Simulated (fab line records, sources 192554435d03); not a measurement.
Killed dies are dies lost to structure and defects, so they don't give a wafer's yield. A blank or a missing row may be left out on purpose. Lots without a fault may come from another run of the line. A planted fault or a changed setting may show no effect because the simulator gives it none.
Chamber matching | flow n5_finfet | N5_MOL_CONTACT_COAG_CMP_23 on cmp-01: 4 sister chambers
The step polishes, stops on SiO2, t overpolish 1.5 s, target thk 0 nm. 4 wafers are shown with their chamber, then 9 later ones without.

WAFERS WITH THEIR CHAMBER
wafer  | chamber | motor_current_A (A)
L088.5 | 2       | 7.6
L089.2 | 0       | 6.9
L089.4 | 3       | 7.3
L089.5 | 1       | 7.9

WAFERS WITHOUT THEIR CHAMBER
wafer  | motor_current_A (A)
L090.2 | 8.1
L090.3 | 6.8
L090.4 | 7.1
L092.4 | 8.0
L092.5 | 6.8
L092.6 | 7.0
L093.1 | 7.2
L093.2 | 7.9
L093.4 | 7.3

WHICH CHAMBER EACH WENT THROUGH
wafer  | from the rows above     | in truth
L090.2 | 1                       | 1
L090.3 | 0                       | 0
L090.4 | can't be placed: 0 or 3 | 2
L092.4 | 1                       | 1
L092.5 | 0                       | 0
L092.6 | can't be placed: 0 or 3 | 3
L093.1 | can't be placed: 3 or 0 | 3
L093.2 | 1                       | 1
L093.4 | 3                       | 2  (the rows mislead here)
Placed correctly: 5 of 9. Can't be placed from these rows: 3 (the true chamber is among the candidates in 2). Placed wrongly: 1.
How it was worked out, from the rows above alone: a wafer's distance from a chamber is the root of the sum, over the readings, of the square of ((its reading less the chamber's mean) divided by the reading's scatter). The wafer belongs to the nearest chamber; if the next one is less than 2 further off, it can't be placed. A chamber's mean is the mean of its shown wafers. The scatter: with one shown wafer a chamber, the root of the mean of the squares of how far each hidden wafer lies from its nearest shown one.
